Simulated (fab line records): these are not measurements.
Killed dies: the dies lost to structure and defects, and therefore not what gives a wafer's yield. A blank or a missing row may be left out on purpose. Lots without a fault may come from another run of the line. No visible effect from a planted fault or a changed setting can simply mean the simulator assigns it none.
Split-lot trial / flow n5 finfet / route with 1938 steps; 7 lots, 39 wafers read

SPLIT DETAILS
At N5_BEOL_M14_ILD_DEP_00 (deposits SiO2 from TEOS/O2, target thk 1119.3 nm, time 237.4 s), the setting target thk a was moved away from the recipe's 11193 angstrom on 15 of the 39 wafers read, by -52.6% to +28.2%. All remaining wafers had this setting at the recipe value.

No step appears in the file between the split and the reading.

THE READING
At N5_BEOL_M14_THK_MEAS_01: M14_ILD_THK, given in nm. Fault-free wafers of this fab line usually give 1121 nm, standard deviation 17 nm.

wafer=L075.1; tool, chamber at the split=pecvd-03, 1; target thk a as run, angstrom=5307; against the recipe=-52.6%; M14_ILD_THK, nm=544; against lot-mates on the recipe=-579
wafer=L075.2; tool, chamber at the split=pecvd-03, 2; target thk a as run, angstrom=5307; against the recipe=-52.6%; M14_ILD_THK, nm=523; against lot-mates on the recipe=-600
wafer=L075.3; tool, chamber at the split=pecvd-03, 0; target thk a as run, angstrom=11193; against the recipe=recipe; M14_ILD_THK, nm=1094; against lot-mates on the recipe=-
wafer=L075.4; tool, chamber at the split=pecvd-03, 2; target thk a as run, angstrom=5307; against the recipe=-52.6%; M14_ILD_THK, nm=530; against lot-mates on the recipe=-593
wafer=L075.5; tool, chamber at the split=pecvd-03, 0; target thk a as run, angstrom=11193; against the recipe=recipe; M14_ILD_THK, nm=1130; against lot-mates on the recipe=-
wafer=L075.6; tool, chamber at the split=pecvd-03, 1; target thk a as run, angstrom=11193; against the recipe=recipe; M14_ILD_THK, nm=1144; against lot-mates on the recipe=-
wafer=L074.1; tool, chamber at the split=pecvd-02, 2; target thk a as run, angstrom=13430; against the recipe=+20.0%; M14_ILD_THK, nm=1305; against lot-mates on the recipe=+186
wafer=L074.2; tool, chamber at the split=pecvd-02, 0; target thk a as run, angstrom=11193; against the recipe=recipe; M14_ILD_THK, nm=1103; against lot-mates on the recipe=-
wafer=L074.3; tool, chamber at the split=pecvd-02, 1; target thk a as run, angstrom=13430; against the recipe=+20.0%; M14_ILD_THK, nm=1350; against lot-mates on the recipe=+231
wafer=L074.4; tool, chamber at the split=pecvd-02, 2; target thk a as run, angstrom=11193; against the recipe=recipe; M14_ILD_THK, nm=1115; against lot-mates on the recipe=-
wafer=L074.5; tool, chamber at the split=pecvd-02, 1; target thk a as run, angstrom=11193; against the recipe=recipe; M14_ILD_THK, nm=1138; against lot-mates on the recipe=-
wafer=L074.6; tool, chamber at the split=pecvd-02, 0; target thk a as run, angstrom=13430; against the recipe=+20.0%; M14_ILD_THK, nm=1336; against lot-mates on the recipe=+217
wafer=L086.1; tool, chamber at the split=pecvd-03, 1; target thk a as run, angstrom=11193; against the recipe=recipe; M14_ILD_THK, nm=1121; against lot-mates on the recipe=-
wafer=L086.2; tool, chamber at the split=pecvd-03, 2; target thk a as run, angstrom=9276; against the recipe=-17.1%; M14_ILD_THK, nm=920; against lot-mates on the recipe=-199
wafer=L086.3; tool, chamber at the split=pecvd-03, 0; target thk a as run, angstrom=11193; against the recipe=recipe; M14_ILD_THK, nm=1111; against lot-mates on the recipe=-
wafer=L086.4; tool, chamber at the split=pecvd-03, 1; target thk a as run, angstrom=9276; against the recipe=-17.1%; M14_ILD_THK, nm=954; against lot-mates on the recipe=-165
wafer=L086.5; tool, chamber at the split=pecvd-03, 2; target thk a as run, angstrom=9276; against the recipe=-17.1%; M14_ILD_THK, nm=931; against lot-mates on the recipe=-188
wafer=L086.6; tool, chamber at the split=pecvd-03, 0; target thk a as run, angstrom=11193; against the recipe=recipe; M14_ILD_THK, nm=1126; against lot-mates on the recipe=-
wafer=L089.1; tool, chamber at the split=pecvd-03, 0; target thk a as run, angstrom=14070; against the recipe=+25.7%; M14_ILD_THK, nm=1390; against lot-mates on the recipe=+268
wafer=L089.2; tool, chamber at the split=pecvd-03, 1; target thk a as run, angstrom=14070; against the recipe=+25.7%; M14_ILD_THK, nm=1413; against lot-mates on the recipe=+291
wafer=L089.3; tool, chamber at the split=pecvd-03, 2; target thk a as run, angstrom=11193; against the recipe=recipe; M14_ILD_THK, nm=1095; against lot-mates on the recipe=-
wafer=L089.4; tool, chamber at the split=pecvd-03, 0; target thk a as run, angstrom=14070; against the recipe=+25.7%; M14_ILD_THK, nm=1411; against lot-mates on the recipe=+289
wafer=L089.5; tool, chamber at the split=pecvd-03, 1; target thk a as run, angstrom=11193; against the recipe=recipe; M14_ILD_THK, nm=1148; against lot-mates on the recipe=-
wafer=L089.6; tool, chamber at the split=pecvd-03, 2; target thk a as run, angstrom=11193; against the recipe=recipe; M14_ILD_THK, nm=1123; against lot-mates on the recipe=-
wafer=L093.1; tool, chamber at the split=pecvd-02, 2; target thk a as run, angstrom=11193; against the recipe=recipe; M14_ILD_THK, nm=1108; against lot-mates on the recipe=-
wafer=L093.2; tool, chamber at the split=pecvd-02, 1; target thk a as run, angstrom=11193; against the recipe=recipe; M14_ILD_THK, nm=1123; against lot-mates on the recipe=-
wafer=L093.3; tool, chamber at the split=pecvd-02, 0; target thk a as run, angstrom=11193; against the recipe=recipe; M14_ILD_THK, nm=1099; against lot-mates on the recipe=-
wafer=L093.4; tool, chamber at the split=pecvd-02, 2; target thk a as run, angstrom=11193; against the recipe=recipe; M14_ILD_THK, nm=1114; against lot-mates on the recipe=-
wafer=L093.5; tool, chamber at the split=pecvd-02, 0; target thk a as run, angstrom=11193; against the recipe=recipe; M14_ILD_THK, nm=1115; against lot-mates on the recipe=-
wafer=L093.6; tool, chamber at the split=pecvd-02, 1; target thk a as run, angstrom=11193; against the recipe=recipe; M14_ILD_THK, nm=1138; against lot-mates on the recipe=-
wafer=L096.1; tool, chamber at the split=pecvd-02, 2; target thk a as run, angstrom=11193; against the recipe=recipe; M14_ILD_THK, nm=1090; against lot-mates on the recipe=-
wafer=L096.5; tool, chamber at the split=pecvd-02, 2; target thk a as run, angstrom=11193; against the recipe=recipe; M14_ILD_THK, nm=1115; against lot-mates on the recipe=-
wafer=L096.6; tool, chamber at the split=pecvd-02, 1; target thk a as run, angstrom=11193; against the recipe=recipe; M14_ILD_THK, nm=1112; against lot-mates on the recipe=-
wafer=L097.1; tool, chamber at the split=pecvd-04, 0; target thk a as run, angstrom=14350; against the recipe=+28.2%; M14_ILD_THK, nm=1402; against lot-mates on the recipe=+267
wafer=L097.2; tool, chamber at the split=pecvd-04, 1; target thk a as run, angstrom=14350; against the recipe=+28.2%; M14_ILD_THK, nm=1433; against lot-mates on the recipe=+298
wafer=L097.3; tool, chamber at the split=pecvd-04, 2; target thk a as run, angstrom=11193; against the recipe=recipe; M14_ILD_THK, nm=1123; against lot-mates on the recipe=-
wafer=L097.4; tool, chamber at the split=pecvd-04, 1; target thk a as run, angstrom=11193; against the recipe=recipe; M14_ILD_THK, nm=1138; against lot-mates on the recipe=-
wafer=L097.5; tool, chamber at the split=pecvd-04, 0; target thk a as run, angstrom=14350; against the recipe=+28.2%; M14_ILD_THK, nm=1408; against lot-mates on the recipe=+273
wafer=L097.6; tool, chamber at the split=pecvd-04, 2; target thk a as run, angstrom=11193; against the recipe=recipe; M14_ILD_THK, nm=1143; against lot-mates on the recipe=-

FIT RESULTS
A straight line over all 39 wafers: M14_ILD_THK changes by +11 nm for each +1% of target thk a; r = +1.00; the points scatter about the line by 17 nm.
The same after taking each lot's own level away (the mean of its wafers on the recipe; 39 wafers): +10.9 nm for each +1%; r = +1.00; scatter 17 nm.
That fit puts the effect of the largest move of target thk a on the reading at 5.7e+02 nm.
From 1105.7 to 1134.7 nm: that is the span of the lots' own levels, equal to 1.7 times the standard deviation above.
So the lot-to-lot level changes the slope little: the two slopes agree.
Check: with one of the wafers moved furthest among these (-52.6%) left out of the fit, the line predicts -577 nm for it against its lot-mates. It came out at -579 nm against them.

FURTHER SPLITS ON THESE WAFERS
Before the reading, these wafers also passed through other splits. Each is held against what the fit with the lots' levels taken away leaves over:
other split on the same wafers=N5_BEOL_M7_TRENCH_ETCH_37 time s; wafers away from the commonest value=12; r with M14_ILD_THK (lot level and that fit taken away)=+0.00

THE WHOLE CHAIN: every reading that the file lists as answering this split, in the file's order
step=N5_BEOL_M14_ILD_DEP_00; what it does=deposits SiO2 from TEOS/O2, target thk 1119.3 nm, time 237.4 s; reading=SiO2_of_BEOL_M14_ILD_DEP_00.thk nm (the simulator's own value, which no gauge read); change (the file's fit)=+10.9 nm for each +1% of the setting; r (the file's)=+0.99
step=N5_BEOL_M14_THK_MEAS_01; what it does=; reading=M14_ILD_THK; change (the file's fit)=+10.9 for each +1% of the setting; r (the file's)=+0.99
step=N5_BEOL_M14_VIA_ETCH_16; what it does=etches SiO2 in C4F8/O2/Ar, target depth 1231.3 nm; reading=etch.depth nm (the simulator's own value, which no gauge read); change (the file's fit)=+10.9 nm for each +1% of the setting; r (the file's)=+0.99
step=N5_BEOL_M14_VIA_ETCH_16; what it does=etches SiO2 in C4F8/O2/Ar, target depth 1231.3 nm; reading=coat_of_BEOL_M14_COAT_04.thk nm (the simulator's own value, which no gauge read); change (the file's fit)=-2.62 nm for each +1% of the setting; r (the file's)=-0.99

FILE'S OWN FIT
M14_ILD_THK changes by +10.9 nm for each +1% of target thk a, r = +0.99.
